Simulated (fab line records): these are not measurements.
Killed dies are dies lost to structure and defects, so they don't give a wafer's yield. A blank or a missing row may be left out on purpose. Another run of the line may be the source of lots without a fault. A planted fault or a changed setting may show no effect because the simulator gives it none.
Chamber matching ; flow n5-finfet ; N5_BEOL_M8_CMP_52 on cmp-04 has 4 sister chambers
The step polishes, stops on SiCOH lowk, t overpolish 6.9 s, target thk 80 nm. 22 wafers are shown with their chamber, then 11 later ones without.

== EACH WAFER AND ITS CHAMBER ==
wafer;chamber;motor-current-A (A);time-to-endpoint-s (s);barrier-field-endpoint-s (s)
L077.4;0;5.4;63;29.1
L077.5;0;5.5;60;29.8
L077.6;1;7.0;62;29.1
L078.2;0;5.5;58;27.5
L078.4;3;6.0;61;28.9
L078.5;1;6.5;59;29.4
L080.2;3;6.2;61;28.6
L080.4;2;5.2;65;30.0
L080.5;0;5.9;62;28.6
L082.1;3;6.2;59;28.5
L082.4;1;6.3;60;29.2
L082.6;2;5.2;64;30.1
L084.1;2;5.0;64;29.1
L084.4;0;5.6;61;28.9
L084.6;1;6.4;62;28.7
L089.2;1;6.7;57;27.4
L089.4;3;6.4;57;27.3
L089.5;0;5.6;56;27.1
L090.1;1;6.3;63;29.1
L090.2;0;5.5;58;27.6
L090.3;2;5.2;63;28.5
L093.2;0;5.6;57;27.0

SIGNATURES (averages over the wafers above)
reading;chamber 0;chamber 1;chamber 2;chamber 3;scatter within a chamber
motor-current-A;5.575;6.533;5.150;6.200;0.188
time-to-endpoint-s;59.38;60.50;64.00;59.50;2.14
barrier-field-endpoint-s;28.200;28.817;29.425;28.325;0.864
Rule: a wafer lies at a distance from a chamber equal to the root of the sum of squares, over the readings, of (its reading less the chamber's mean, divided by the reading's scatter). The wafer belongs to the nearest chamber; if the next one is less than 2 further off, it can't be placed. The scatter is the square root of a quotient: the sum, over the shown wafers, of each reading's squared deviation from its chamber's mean, divided by wafers minus chambers.

== WAFERS MISSING THEIR CHAMBER ==
wafer;motor-current-A (A);time-to-endpoint-s (s);barrier-field-endpoint-s (s)
L093.4;6.4;63;28.8
L093.6;5.1;64;29.0
L094.2;6.2;61;28.6
L094.3;5.5;59;28.1
L094.5;5.6;65;29.0
L095.1;5.8;59;27.3
L095.4;6.6;59;27.5
L095.6;5.3;54;27.7
L092.1;5.2;64;29.9
L092.3;5.4;53;27.1
L092.4;6.5;59;28.8

== THE CHAMBER EACH PASSED THROUGH ==
wafer;from the rows above;in truth
L093.4;can't be placed: 1 or 3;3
L093.6;2;2
L094.2;can't be placed: 3 or 1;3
L094.3;0;0
L094.5;can't be placed: 2 or 0 or 3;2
L095.1;can't be placed: 0 or 3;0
L095.4;can't be placed: 1 or 3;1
L095.6;0;0
L092.1;2;2
L092.3;0;0
L092.4;can't be placed: 1 or 3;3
5 of 11 placed correctly. Can't be placed from these rows: 6 (the true chamber is among the candidates in 6). Placed wrongly: 0.
